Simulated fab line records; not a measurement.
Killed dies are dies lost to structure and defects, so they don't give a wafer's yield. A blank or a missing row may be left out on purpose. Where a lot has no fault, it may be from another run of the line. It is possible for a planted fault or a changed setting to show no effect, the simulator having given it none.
fab line records ; flow n5-finfet
record: lots: 5; wafers: 15; last-day: 17
route steps=1938 shown SD_EPI_N@265 BEOL_M4@1111 PASSIVATION@1936
lots that met no fault: from a run of the same line without faults
start-h: start of the lot's first displayed wafer, in hours after the record's first day ; wait-h: hours since the lot's step before ; " repeats the value in the row above ; L1.1+2: a row that stands for several wafers ; - no value, or no start was given ; * or withheld: withheld ; < > ~ a bound
route shown NAME@n: NAME is a module with steps in the file, n the number in the route of the first one ; usual: mean/standard deviation of fault-free wafers ; same: alike in all rows ; chamber/n: place in a boat ; sites: readings site by site ; _std_site: the values' standard deviation ; _edge_site: outer sites' mean less inner sites' ; radius-mm: how far each site lies from the wafer's centre ; mask NAME#n: copy n ; behind: the tool/chamber that last shaped the wafer ; hold: the reason the lot was held/the length of the hold in hours/how it ended ; device: the n, p or np transistor that did not switch ; end of line: at the end of the route, the tests of the same wafers ; a step with no rows: only its recipe ; killed: the dies lost at the first sort to structure and to defects; this is not the yield of the wafer ; map: shows each die of a wafer: x if killed, . if not, _ if none is there
set.NAME: the setting the step ran with; set.NAME@STEP: the setting that earlier step ran with ; model.NAME: the simulator's own value behind a step, which no gauge read
certain route steps with their lots: each step a table, each wafer a row
services: a tool's chamber out of use, with start hour (start-h, from the record's first day; less than 0 if before it), hours out, and reason
== steps ==
step: N5_SD_EPI_N_EBR_05
recipe: solvent: PGMEA; ebr-width-mm: 1.5
step: N5_SD_EPI_N_SOFTBAKE_04
recipe: temp-c: 110; time-s: 60; resist: CAR-ArF-block
step: N5_SD_EPI_N_EXPOSE_06
recipe: mask-id: SD_N_BLK; na: 1.35; source-shape: conventional; sigma-outer: 0.8; polarization: unpolarized; target-cd-nm: 120; dose-mj: 39.75
step: N5_SD_EPI_N_PEB_07
recipe: peb-temp-c: 110; peb-time-s: 60; resist: CAR-ArF-block
step: N5_SD_EPI_N_DEVELOP_08
recipe: develop-time-s: 30; developer: TMAH; resist: CAR-ArF-block; dev-temp-c: 23; rinse-liquid: diw; dry: air-spin
step: N5_SD_EPI_N_DESCUM_14
recipe: chemistry: O2; time-s: 7.9; source-power-w: 50; bias-power-w: 20; pressure-mtorr: 20; rf-frequency-hz: 2.712e+07; temp-c: 40; resist: CAR-ArF-block; o2-flow-sccm: 225
step: N5_SD_EPI_N_ETCH_34
recipe: chemistry: CF4; target: SiARC; target-depth-a: 455; mask-material: CAR-ArF-block; time-s: 75.8; ion-energy-ev: 80; pressure-mtorr: 40; source-w: 545; bias-w: 36; Ar_flow_sccm: 100; cf4-flow-sccm: 100; ends: cleared
step: N5_SD_EPI_N_ETCH_35
recipe: chemistry: N2/H2; target: SOC; overetch-a: 1080; mask-material: SiARC; temp-c: 40; ion-energy-ev: 100; source-w: 3000; bias-w: 133; pressure-mtorr: 20; time-s: 486; n2-flow-sccm: 200; h2-flow-sccm: 200
step: N5_SD_EPI_N_STRIP_36
recipe: chemistry: N2/H2; temp-c: 40; n2-flow-sccm: 200; h2-flow-sccm: 200; rf-frequency-hz: 6e+07
step: N5_SD_EPI_N_ETCHBACK_44
recipe: chemistry: CH3F/O2; mode: anisotropic-etchback; target: SiNx; target-depth-a: 145; stop-on: SiO2; over-etch-frac: 0.3; ion-energy-ev: 120; pressure-mtorr: 30; source-w: 395; bias-w: 73; Ar_flow_sccm: 150; CH3F_flow_sccm: 30; O2_flow_sccm: 20
usual: CH3F_flow_sccm: 29.98/0.097; O2_flow_sccm: 20.01/0.059; drypump-motor-current-A: 5.8/0.57; oes_f_703_au: 0.81/0.088; oes-product-au: 0.69/0.076; rf-vpp-V: 295/5.1; showerhead-plenum-p-Torr: 1.97/0.047; throttle-valve-pct: 16.29/0.27
lot.wafer;tool;chamber;start-h;wait-h;CH3F_flow_sccm;O2_flow_sccm;drypump-motor-current-A;oes_f_703_au;oes-product-au;rf-hours-counter-h;rf-vpp-V;showerhead-plenum-p-Torr;throttle-valve-pct;model.SiARC_of_SD_EPI_N_COAT_33.thk-nm
L123.1;rie-diel-02;3;86.01;0.0;29.86;19.94;5.9;0.74;0.62;185;302;1.99;16.54;15.6
L123.2;rie-diel-02;0;86.01;0.0;29.77;19.93;5.1;0.92;0.79;19;297;1.96;16.08;15.2
L123.6;rie-diel-02;3;86.01;0.0;29.89;19.99;6.0;0.75;0.62;-;301;1.99;16.54;15.4
L127.1;rie-diel-05;2;108.74;0.0;29.95;19.99;6.6;0.73;0.62;178;304;1.99;16.37;16
L127.4;rie-diel-05;1;108.74;0.0;29.96;19.96;6.3;0.93;0.79;26;300;1.96;16.16;15.2
L127.5;rie-diel-05;3;108.74;0.0;30.05;20.00;4.9;0.84;0.77;-;296;1.97;15.84;17
L136.1;rie-diel-02;2;165.98;0.0;-;-;-;-;-;-;-;-;-;19.4
L136.2;rie-diel-02;3;165.98;0.0;-;-;-;-;-;-;-;-;-;19.4
L136.5;rie-diel-02;0;165.98;0.0;-;-;-;-;-;-;-;-;-;19.2
L137.2;rie-diel-06;2;169.48;0.0;-;-;-;-;-;-;-;-;-;19.6
L137.3;rie-diel-06;3;169.48;0.0;-;-;-;-;-;-;-;-;-;20.2
L137.4;rie-diel-06;3;169.48;0.0;-;-;-;-;-;-;-;-;-;20
L138.1;rie-diel-06;3;175.02;0.0;-;-;-;-;-;-;-;-;-;20.4
L138.5;rie-diel-06;0;175.02;0.0;-;-;-;-;-;-;-;-;-;19.2
L138.6;rie-diel-06;3;175.02;0.0;-;-;-;-;-;-;-;-;-;20.2
step: N5_SD_EPI_N_ETCH_45
recipe: chemistry: CH3F/O2; target: SiOCN; target-depth-a: 60; mask-material: SOC; ion-energy-ev: 60; bias-w: 29; pressure-mtorr: 15; source-w: 410; Ar_flow_sccm: 150; CH3F_flow_sccm: 30; O2_flow_sccm: 20
step: N5_SD_EPI_N_ETCH_16
recipe: chemistry: CHF3/O2; target: SiO2; target-depth-a: 50; mask-material: SOC; pressure-mtorr: 30; source-w: 650; bias-w: 170; Ar_flow_sccm: 200; CHF3_flow_sccm: 50; O2_flow_sccm: 5; ion-energy-ev: 200
usual: CHF3_flow_sccm: 50.03/0.14; drypump-motor-current-A: 5.8/0.57; oes_f_703_au: 0.81/0.09; oes-product-au: 0.81/0.094; rf-vpp-V: 519/8.9; showerhead-plenum-p-Torr: 2.37/0.055; throttle-valve-pct: 18.84/0.26
lot.wafer;tool;chamber;start-h;wait-h;CHF3_flow_sccm;drypump-motor-current-A;oes_f_703_au;oes-product-au;rf-hours-counter-h;rf-vpp-V;showerhead-plenum-p-Torr;throttle-valve-pct;model.SiARC_of_SD_EPI_N_COAT_33.thk-nm
L123.1;rie-diel-02;3;86.21;0.1;49.87;5.9;0.74;0.73;185;532;2.40;19.08;12
L123.2;rie-diel-02;0;86.21;0.1;50.28;5.0;0.93;0.94;19;524;2.36;18.63;11.6
L123.6;rie-diel-02;3;86.21;0.1;50.12;6.0;0.74;0.74;-;531;2.40;19.09;11.8
L127.1;rie-diel-05;2;108.94;0.1;50.02;6.6;0.74;0.73;178;535;2.39;18.91;12.4
L127.4;rie-diel-05;1;108.94;0.1;49.87;6.4;0.93;0.95;26;527;2.37;18.78;11.6
L127.5;rie-diel-05;3;108.94;0.1;50.20;4.9;0.86;0.88;-;519;2.37;18.37;13.6
L136.1;rie-diel-02;2;166.18;0.1;49.85;6.2;0.81;0.80;86;505;2.36;18.97;15.8
L136.2;rie-diel-02;3;166.18;0.1;50.15;6.0;0.71;0.71;217;531;2.39;19.12;15.6
L136.5;rie-diel-02;0;166.18;0.1;49.81;5.1;0.89;0.89;-;523;2.35;18.67;15.6
L137.2;rie-diel-06;2;169.68;0.1;49.94;6.2;0.93;0.92;24;508;2.36;18.81;16
L137.3;rie-diel-06;3;169.68;0.1;49.88;6.5;0.74;0.73;175;516;2.50;19.06;16.8
L137.4;rie-diel-06;3;169.68;0.1;50.10;6.4;0.74;0.73;-;516;2.50;19.05;16.6
L138.1;rie-diel-06;3;175.22;0.1;49.86;6.4;0.73;0.72;179;517;2.50;19.07;17
L138.5;rie-diel-06;0;175.22;0.1;49.95;4.9;0.73;0.71;-;512;2.29;19.34;15.6
L138.6;rie-diel-06;3;175.22;0.1;49.84;6.5;0.74;0.73;-;516;2.50;19.06;16.8
step: N5_SD_EPI_N_STRIP_47
recipe: chemistry: CHF3/O2; resist: SiARC; rf-frequency-hz: 6e+07
step: N5_SD_EPI_N_SD_RECESS_17
recipe: chemistry: HBr/Cl2/O2; target-depth-a: 410; mask-material: SOC; time-s: 23.7; bt-time-s: 3; pressure-mtorr: 10; icp-w: 800; bias-w: 112; HBr_flow_sccm: 150; Cl2_flow_sccm: 80; O2_flow_sccm: 12
step: N5_SD_EPI_N_STRIP_38
recipe: chemistry: N2/H2; power-w: 1000; temp-c: 250; h2-frac: 0.65; overash-fraction: 0.3; pressure-mtorr: withheld; n2-flow-sccm: 1750; h2-flow-sccm: 3250
step: N5_SD_EPI_N_WET_ETCH_43
recipe: chemistry: dHF; dilution: withheld; time-s: 14; target: SiO2; target-depth-a: 15; temp-c: 25
step: N5_SD_EPI_N_STRIP_18
recipe: chemistry: SPM; time-s: 750; temp-c: 130; h2so4-h2o2-vol-ratio: 4
step: N5_SD_EPI_N_SRD_20
recipe: dry: ipa-marangoni; do-ppb: 5; time-s: 30; temp-c: 23; rinse-liquid: diw
step: N5_SD_EPI_N_PRECLEAN_48
recipe: chemistry: NF3:NH3; afs-cycles: 2; temp-c: 30; time-s: 20; sublimation-temp-c: 180; sublimation-time-s: 60; pressure-torr: 3; rf-power-w: 30
step: N5_SD_EPI_N_VAPOR_ETCH_50
recipe: chemistry: HCl; target: Si; temp-c: 775; time-s: 54; pressure-torr: 20; mode: isotropic
step: N5_SD_EPI_N_EPI_21
recipe: material: Si:P; dopant: P; temp-c: 680; pressure-torr: 255; time-s: 690
usual: susceptor-temp-C: 680.0/0.32
lot.wafer;tool;chamber;start-h;wait-h;susceptor-temp-C;model.Si-P_of_SD_EPI_N_EPI_21.thk-nm
L123.1;epi-rpcvd-02;0;87.45;0.2;680.0;57.8
L123.2;epi-rpcvd-02;0;87.45;0.2;680.0;58
L123.6;epi-rpcvd-02;0;89.32;1.9;679.7;58
L127.1;epi-rpcvd-02;0;110.17;0.2;680.1;59.2
L127.4;epi-rpcvd-02;0;111.29;1.2;680.1;58.2
L127.5;epi-rpcvd-02;0;111.29;1.2;680.4;58.4
L136.1;epi-rpcvd-03;0;167.24;0.1;679.6;1.4
L136.2;epi-rpcvd-03;0;167.24;0.1;679.8;1
L136.5;epi-rpcvd-03;0;167.24;0.1;679.6;1.6
L137.2;epi-rpcvd-02;0;171.29;0.5;679.5;1.6
L137.3;epi-rpcvd-02;0;171.29;0.5;679.5;1.6
L137.4;epi-rpcvd-02;0;171.29;0.5;679.7;0.6
L138.1;epi-rpcvd-02;0;176.47;0.2;680.2;0.2
L138.5;epi-rpcvd-02;0;177.96;1.5;679.3;1.2
L138.6;epi-rpcvd-02;0;177.96;1.5;679.5;0.6
step: N5_SD_EPI_N_EPI_MEAS_23
recipe: mode: xrd
usual: thk-nm: 58.7/1.3
lot.wafer;tool;chamber;start-h;wait-h;thk-nm
L123.1;film-metro-02;-;89.74;1.9;57.8
L123.2;film-metro-02;-;89.74;1.9;57.9
L123.6;film-metro-02;-;89.74;1.9;57.7
L127.1;film-metro-01;-;112.45;1.9;58.8
L127.4;film-metro-01;-;112.45;1.9;57.6
L127.5;film-metro-01;-;112.45;1.9;58.7
L136.1;film-metro-01;-;168.96;1.4;2.1
L136.2;film-metro-01;-;168.96;1.4;1.6
L136.5;film-metro-01;-;168.96;1.4;0.3
L137.2;film-metro-02;-;173.19;1.5;1.2
L137.3;film-metro-02;-;173.19;1.5;0.2
L137.4;film-metro-02;-;173.19;1.5;0.4
L138.1;film-metro-01;-;178.74;1.9;0.7
L138.5;film-metro-01;-;178.74;1.9;1.2
L138.6;film-metro-01;-;178.74;1.9;0.6
step: N5_SD_EPI_N_PRECLEAN_24
recipe: chemistry: O3/DIW; time-s: 60; temp-c: 22; o3-ppm: 10
lot.wafer;tool;chamber;start-h;wait-h;model.Si-P_of_SD_EPI_N_EPI_21.thk-nm
L123.1;wet-bench-05;0;89.78;0.0;57.4
L123.2+6;wet-bench-05;5,6;89.78;0.0;57.6
L127.1;wet-bench-05;4;112.49;0.0;58.8
L127.4;wet-bench-05;3;112.49;0.0;57.8
L127.5;wet-bench-05;1;112.49;0.0;58
L136.1;wet-bench-04;2;169.00;0.0;1.4
L136.2;wet-bench-04;4;169.00;0.0;1
L136.5;wet-bench-04;3;169.00;0.0;1.6
L137.2+3;wet-bench-04;3,0;173.23;0.0;1.6
L137.4;wet-bench-04;4;173.23;0.0;0.6
L138.1;wet-bench-05;3;178.78;0.0;0.2
L138.5;wet-bench-05;7;178.78;0.0;1.2
L138.6;wet-bench-05;6;178.78;0.0;0.6
step: N5_SD_EPI_N_SRD_25
recipe: time-s: 30; temp-c: 23; rinse-liquid: diw; dry: ipa-marangoni
step: N5_BEOL_M4_RC_MEAS_101
usual: DIBL_N: 35.9/1.7; DIBL_P: 36.0/2.2; IOFF_N: 0.16/0.031; IOFF_P: 0.21/0.039; ION_N: 678/13; ION_P: 464/8.8; SS_N: 71.5/0.61; SS_P: 73.2/0.68; VT_N: 249/3.3; VT_P: -250/3.8
lot.wafer;tool;chamber;start-h;wait-h;DIBL_N[mV/V];DIBL_P[mV/V];IOFF_N[nA/um];IOFF_P[nA/um];ION_N[uA/um];ION_P[uA/um];SS_N[mV/dec];SS_P[mV/dec];VT_N[mV];VT_P[mV]
L123.1;prober-02;0;199.96;0.0;37.9;38.3;0.18;0.20;689;462;71.8;73.7;248;-253
L123.2;prober-02;0;199.96;0.0;35.9;34.8;0.15;0.15;666;444;72.0;72.1;252;-260
L123.6;prober-02;0;199.96;0.0;36.9;35.5;0.15;0.16;660;442;72.5;72.9;252;-258
L127.1;prober-01;0;226.49;0.0;37.0;38.6;0.18;0.21;692;464;71.9;73.2;248;-251
L127.4;prober-01;0;226.49;0.0;36.8;36.7;0.16;0.19;670;449;71.3;73.1;250;-252
L127.5;prober-01;0;226.49;0.0;37.0;38.6;0.17;0.23;686;469;71.5;73.7;247;-249
step: N5_PASSIVATION_PROBE_49
usual: killed_at_M0_to_M3: 36/10; killed_at_M4_up: 13/5.5; killed-at-contacts: 12/5.6; killed-at-front-end: 42/12; killed-at-other: 4/3.2; killed-dies: 108/18; killed-on-rim: 15/4.1; killed-open: 71/13; killed-short: 34/7.8
same: gross-dies: 1180; killed-at-back-side: 0
lot.wafer;tool;chamber;start-h;wait-h;killed_at_M0_to_M3;killed_at_M4_up;killed-at-contacts;killed-at-front-end;killed-at-other;killed-dies;killed-on-rim;killed-open;killed-short
L123.1;prober-01;-;315.87;0.0;21;10;13;40;4;88;15;69;18
L123.2;prober-01;-;315.92;0.1;37;15;5;42;6;105;12;68;37
L123.6;prober-01;-;316.12;0.3;34;25;6;14;4;83;6;60;21
L127.1;prober-02;-;340.49;0.0;47;13;13;36;4;113;15;85;26
L127.4;prober-02;-;340.64;0.2;49;8;12;26;9;104;18;80;23
L127.5;prober-02;-;340.69;0.2;45;4;10;49;1;109;19;82;27
L137.2;prober-02;-;399.00;0.1;49;31;18;1081;1;1180;152;100;49
L137.3;prober-02;-;399.05;0.1;48;14;14;1101;3;1180;152;74;50
L137.4;prober-02;-;399.10;0.2;47;27;17;1085;4;1180;152;99;46
L136.1;prober-01;-;399.11;0.0;29;4;17;1117;13;1180;152;63;36
L136.2;prober-01;-;399.16;0.1;53;9;10;1100;8;1180;152;74;38
L136.5;prober-01;-;399.31;0.2;38;13;18;1105;6;1180;152;85;37
L138.1;prober-01;-;410.72;0.0;23;17;17;1123;0;1180;152;68;29
L138.5;prober-01;-;410.92;0.2;47;12;8;1112;1;1180;152;71;37
L138.6;prober-01;-;410.97;0.3;28;11;14;1124;3;1180;152;65;30
killed by level:class
L123.1 FIN_SAQP:geometric-particle:open=16 MOL_CONTACT_COAG:geometric-particle:open=10 DUMMY_GATE:geometric-particle:open=8 STI_FIN_REVEAL:geometric-particle:open=7 BEOL_M1:geometric-particle:open=6 BEOL_M3:geometric-particle:short=5 BEOL_M4:geometric-particle:open=4 MOL_CONTACT_COAG:geometric-particle:short=3
L123.2 BEOL_M3:geometric-particle:open=14 FIN_SAQP:geometric-particle:open=13 FIN_SAQP:geometric-particle:short=7 BEOL_M0_SAQP:geometric-particle:short=7 DUMMY_GATE:geometric-particle:open=5 STI_FIN_REVEAL:geometric-particle:open=4 STARTING-WAFER:geometric-particle:open=4 BEOL_M1:geometric-particle:open=4
L123.6 BEOL_M4:geometric-particle:open=14 BEOL_M0_SAQP:geometric-particle:open=8 BEOL_M1:geometric-particle:open=7 BEOL_M3:geometric-particle:open=7 MOL_CONTACT_COAG:geometric-particle:open=5 BEOL_M0_SAQP:geometric-particle:short=5 STI_FIN_REVEAL:geometric-particle:open=3 STARTING-WAFER:geometric-particle:short=3
L127.1 MOL_CONTACT_COAG:geometric-particle:open=12 BEOL_M2:geometric-particle:open=12 BEOL_M3:geometric-particle:open=12 BEOL_M1:geometric-particle:open=10 STI_FIN_REVEAL:geometric-particle:open=9 FIN_SAQP:geometric-particle:open=8 STI_FIN_REVEAL:geometric-particle:short=5 GATE_CUT:geometric-particle:short=4
L127.4 BEOL_M3:geometric-particle:open=14 BEOL_M1:geometric-particle:open=13 BEOL_M2:geometric-particle:open=13 MOL_CONTACT_COAG:geometric-particle:open=12 STI_FIN_REVEAL:geometric-particle:open=6 BEOL_M5:geometric-particle:open=5 FIN_SAQP:geometric-particle:open=4 STI_FIN_REVEAL:geometric-particle:short=3
L127.5 BEOL_M3:geometric-particle:open=15 STI_FIN_REVEAL:geometric-particle:open=14 BEOL_M2:geometric-particle:open=14 DUMMY_GATE:geometric-particle:open=9 MOL_CONTACT_COAG:geometric-particle:open=8 BEOL_M1:geometric-particle:open=8 STARTING-WAFER:geometric-particle:short=7 FIN_SAQP:geometric-particle:open=5
L137.2 SD_EPI_N:area-etchback=1031 BEOL_M0_SAQP:geometric-particle:open=18 BEOL_M0_SAQP:geometric-particle:short=17 STI_FIN_REVEAL:geometric-particle:open=16 BEOL_M4:geometric-particle:open=13 FIN_SAQP:geometric-particle:open=11 MOL_CONTACT_COAG:geometric-particle:open=10 MOL_CONTACT_COAG:geometric-particle:short=8
L137.3 SD_EPI_N:area-etchback=1056 FIN_SAQP:geometric-particle:short=16 BEOL_M0_SAQP:geometric-particle:short=14 MOL_CONTACT_COAG:geometric-particle:open=12 BEOL_M0_SAQP:geometric-particle:open=11 STI_FIN_REVEAL:geometric-particle:open=8 BEOL_M2:geometric-particle:open=8 BEOL_M1:geometric-particle:open=6
L137.4 SD_EPI_N:area-etchback=1035 BEOL_M4:geometric-particle:open=15 FIN_SAQP:geometric-particle:open=14 MOL_CONTACT_COAG:geometric-particle:open=14 FIN_SAQP:geometric-particle:short=12 BEOL_M0_SAQP:geometric-particle:open=11 BEOL_M0_SAQP:geometric-particle:short=11 BEOL_M3:geometric-particle:open=9
L136.1 SD_EPI_N:area-etchback=1080 FIN_SAQP:geometric-particle:open=11 MOL_CONTACT_COAG:geometric-particle:open=10 FIN_SAQP:geometric-particle:short=8 BEOL_M0_SAQP:geometric-particle:short=8 MOL_CONTACT_COAG:geometric-particle:short=7 BEOL_M1:geometric-particle:open=5 BEOL_M2:geometric-particle:open=5
L136.2 SD_EPI_N:area-etchback=1068 BEOL_M0_SAQP:geometric-particle:short=18 BEOL_M1:geometric-particle:open=13 BEOL_M0_SAQP:geometric-particle:open=8 MOL_CONTACT_COAG:geometric-particle:open=8 FIN_SAQP:geometric-particle:open=5 STI_FIN_REVEAL:geometric-particle:open=5 MIM_TOP_ETCH:geometric-particle:open=5
L136.5 SD_EPI_N:area-etchback=1058 FIN_SAQP:geometric-particle:open=15 MOL_CONTACT_COAG:geometric-particle:open=15 FIN_SAQP:geometric-particle:short=10 BEOL_M3:geometric-particle:open=9 BEOL_M4:geometric-particle:open=7 BEOL_M2:geometric-particle:open=7 DUMMY_GATE:geometric-particle:open=6
L138.1 SD_EPI_N:area-etchback=1082 FIN_SAQP:geometric-particle:open=13 MOL_CONTACT_COAG:geometric-particle:open=13 DUMMY_GATE:geometric-particle:open=8 FIN_SAQP:geometric-particle:short=7 BEOL_M4:geometric-particle:open=7 DUMMY_GATE:geometric-particle:short=5 BEOL_M0_SAQP:geometric-particle:short=5
L138.5 SD_EPI_N:area-etchback=1070 BEOL_M0_SAQP:geometric-particle:open=18 BEOL_M0_SAQP:geometric-particle:short=16 FIN_SAQP:geometric-particle:open=13 MOL_CONTACT_COAG:geometric-particle:open=7 FIN_SAQP:geometric-particle:short=6 STI_FIN_REVEAL:geometric-particle:open=5 GATE_CUT:geometric-particle:short=5
L138.6 SD_EPI_N:area-etchback=1085 MOL_CONTACT_COAG:geometric-particle:open=13 FIN_SAQP:geometric-particle:open=10 FIN_SAQP:geometric-particle:short=9 BEOL_M0_SAQP:geometric-particle:short=7 BEOL_M2:geometric-particle:open=7 BEOL_M0_SAQP:geometric-particle:open=6 STARTING-WAFER:geometric-particle:open=4
map L136.1 (x killed, . not)
_________________xxxxxxxxxxxx________________
______________xxxxxxxxxxxxxxxxxx_____________
___________xxxxxxxxxxxxxxxxxxxxxxxx__________
__________xxxxxxxxxxxxxxxxxxxxxxxxxx_________
________xxxxxxxxxxxxxxxxxxxxxxxxxxxxxx_______
_______xxxxxxxxxxxxxxxxxxxxxxxxxxxxxxxx______
______xxxxxxxxxxxxxxxxxxxxxxxxxxxxxxxxxx_____
_____xxxxxxxxxxxxxxxxxxxxxxxxxxxxxxxxxxxx____
____xxxxxxxxxxxxxxxxxxxxxxxxxxxxxxxxxxxxxx___
___xxxxxxxxxxxxxxxxxxxxxxxxxxxxxxxxxxxxxxxx__
___xxxxxxxxxxxxxxxxxxxxxxxxxxxxxxxxxxxxxxxx__
__xxxxxxxxxxxxxxxxxxxxxxxxxxxxxxxxxxxxxxxxxx_
__xxxxxxxxxxxxxxxxxxxxxxxxxxxxxxxxxxxxxxxxxx_
_xxxxxxxxxxxxxxxxxxxxxxxxxxxxxxxxxxxxxxxxxxxx
_xxxxxxxxxxxxxxxxxxxxxxxxxxxxxxxxxxxxxxxxxxxx
_xxxxxxxxxxxxxxxxxxxxxxxxxxxxxxxxxxxxxxxxxxxx
_xxxxxxxxxxxxxxxxxxxxxxxxxxxxxxxxxxxxxxxxxxxx
_xxxxxxxxxxxxxxxxxxxxxxxxxxxxxxxxxxxxxxxxxxxx
_xxxxxxxxxxxxxxxxxxxxxxxxxxxxxxxxxxxxxxxxxxxx
_xxxxxxxxxxxxxxxxxxxxxxxxxxxxxxxxxxxxxxxxxxxx
_xxxxxxxxxxxxxxxxxxxxxxxxxxxxxxxxxxxxxxxxxxxx
__xxxxxxxxxxxxxxxxxxxxxxxxxxxxxxxxxxxxxxxxxx_
__xxxxxxxxxxxxxxxxxxxxxxxxxxxxxxxxxxxxxxxxxx_
___xxxxxxxxxxxxxxxxxxxxxxxxxxxxxxxxxxxxxxxx__
___xxxxxxxxxxxxxxxxxxxxxxxxxxxxxxxxxxxxxxxx__
____xxxxxxxxxxxxxxxxxxxxxxxxxxxxxxxxxxxxxx___
_____xxxxxxxxxxxxxxxxxxxxxxxxxxxxxxxxxxxx____
______xxxxxxxxxxxxxxxxxxxxxxxxxxxxxxxxxx_____
_______xxxxxxxxxxxxxxxxxxxxxxxxxxxxxxxx______
________xxxxxxxxxxxxxxxxxxxxxxxxxxxxxx_______
__________xxxxxxxxxxxxxxxxxxxxxxxxxx_________
___________xxxxxxxxxxxxxxxxxxxxxxxx__________
______________xxxxxxxxxxxxxxxxxx_____________
_________________xxxxxxxxxxxx________________
map L137.2 (x killed, . not)
_________________xxxxxxxxxxxx________________
______________xxxxxxxxxxxxxxxxxx_____________
___________xxxxxxxxxxxxxxxxxxxxxxxx__________
__________xxxxxxxxxxxxxxxxxxxxxxxxxx_________
________xxxxxxxxxxxxxxxxxxxxxxxxxxxxxx_______
_______xxxxxxxxxxxxxxxxxxxxxxxxxxxxxxxx______
______xxxxxxxxxxxxxxxxxxxxxxxxxxxxxxxxxx_____
_____xxxxxxxxxxxxxxxxxxxxxxxxxxxxxxxxxxxx____
____xxxxxxxxxxxxxxxxxxxxxxxxxxxxxxxxxxxxxx___
___xxxxxxxxxxxxxxxxxxxxxxxxxxxxxxxxxxxxxxxx__
___xxxxxxxxxxxxxxxxxxxxxxxxxxxxxxxxxxxxxxxx__
__xxxxxxxxxxxxxxxxxxxxxxxxxxxxxxxxxxxxxxxxxx_
__xxxxxxxxxxxxxxxxxxxxxxxxxxxxxxxxxxxxxxxxxx_
_xxxxxxxxxxxxxxxxxxxxxxxxxxxxxxxxxxxxxxxxxxxx
_xxxxxxxxxxxxxxxxxxxxxxxxxxxxxxxxxxxxxxxxxxxx
_xxxxxxxxxxxxxxxxxxxxxxxxxxxxxxxxxxxxxxxxxxxx
_xxxxxxxxxxxxxxxxxxxxxxxxxxxxxxxxxxxxxxxxxxxx
_xxxxxxxxxxxxxxxxxxxxxxxxxxxxxxxxxxxxxxxxxxxx
_xxxxxxxxxxxxxxxxxxxxxxxxxxxxxxxxxxxxxxxxxxxx
_xxxxxxxxxxxxxxxxxxxxxxxxxxxxxxxxxxxxxxxxxxxx
_xxxxxxxxxxxxxxxxxxxxxxxxxxxxxxxxxxxxxxxxxxxx
__xxxxxxxxxxxxxxxxxxxxxxxxxxxxxxxxxxxxxxxxxx_
__xxxxxxxxxxxxxxxxxxxxxxxxxxxxxxxxxxxxxxxxxx_
___xxxxxxxxxxxxxxxxxxxxxxxxxxxxxxxxxxxxxxxx__
___xxxxxxxxxxxxxxxxxxxxxxxxxxxxxxxxxxxxxxxx__
____xxxxxxxxxxxxxxxxxxxxxxxxxxxxxxxxxxxxxx___
_____xxxxxxxxxxxxxxxxxxxxxxxxxxxxxxxxxxxx____
______xxxxxxxxxxxxxxxxxxxxxxxxxxxxxxxxxx_____
_______xxxxxxxxxxxxxxxxxxxxxxxxxxxxxxxx______
________xxxxxxxxxxxxxxxxxxxxxxxxxxxxxx_______
__________xxxxxxxxxxxxxxxxxxxxxxxxxx_________
___________xxxxxxxxxxxxxxxxxxxxxxxx__________
______________xxxxxxxxxxxxxxxxxx_____________
_________________xxxxxxxxxxxx________________
== services ==
tool;chamber;start-h;hours;kind
rie-diel-02;1;74.76;-;clean
rie-diel-02;1;74.76;-;consumable-replace:focus-ring
rie-diel-02;1;74.76;16.1;scheduled-down
rie-diel-02;1;74.76;16.1;vent-cycle
rie-diel-06;2;89.66;4.8;repair
rie-diel-02;0;126.72;16.1;repair
rie-diel-06;1;151.02;-;clean
rie-diel-06;1;151.02;-;consumable-replace:focus-ring
rie-diel-06;1;151.02;-;consumable-replace:showerhead
rie-diel-06;1;151.02;25.5;scheduled-down
rie-diel-06;1;151.02;25.5;vent-cycle
rie-diel-05;1;162.15;36.3;repair
== key ==
first-sign: step: N5_SD_EPI_N_ETCHBACK_44; reading: tool-record; direction: missing
effect: step: N5_SD_EPI_N_EPI_MEAS_23; reading: thk-nm; direction: down; sigmas: 46; usual: *; struck: *
effect: step: N5_PASSIVATION_PROBE_49; reading: killed-at-front-end; direction: up; sigmas: 87; usual: 42; struck: 1105
model-effect: step: N5_SD_EPI_N_ETCHBACK_44; value: SiARC_of_SD_EPI_N_COAT_33.thk-nm; without: 16.02; struck: 19.73
model-effect: step: N5_SD_EPI_N_ETCH_16; value: SiARC_of_SD_EPI_N_COAT_33.thk-nm; without: 12.42; struck: 16.2
model-effect: step: N5_SD_EPI_N_EPI_21; value: Si-P_of_SD_EPI_N_EPI_21.thk-nm; without: 58.84; struck: 1.089
model-effect: step: N5_SD_EPI_N_PRECLEAN_24; value: Si-P_of_SD_EPI_N_EPI_21.thk-nm; without: 58.44; struck: 1.089
more-kills-born-at: N5_SD_EPI_N_ETCHBACK_44@rie-diel-06: 6359; N5_SD_EPI_N_ETCHBACK_44@rie-diel-02: 3206
met-at N5_SD_EPI_N_ETCHBACK_44
struck-wafers L136.1,L136.2,L136.5,L137.2,L137.3,L137.4,L138.1,L138.5,L138.6
later-rows-left-out L136.1,L136.2,L136.5,L137.2,L137.3,L137.4,L138.1,L138.5,L138.6
tester-left-out L136,L137,L138
onset-between 86.01 165.98
fault: kind: skipped-step-whole; tool: rie-diel-02,rie-diel-06; chamber: -; onset-h: 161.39; steps: N5_SD_EPI_N_ETCHBACK_44; scope: struck-lots-only
tester-left-out: of these lots the tester's yield and bins aren't shown, on N5 and GAA mostly nor the transistor test; their killed dies are dies lost to structure and defects alone, not to doping, threshold or leakage, so they don't give the yield
later-rows-left-out: the simulator's readings of these wafers behind a module that went badly wrong aren't trusted and aren't shown, but for the sort
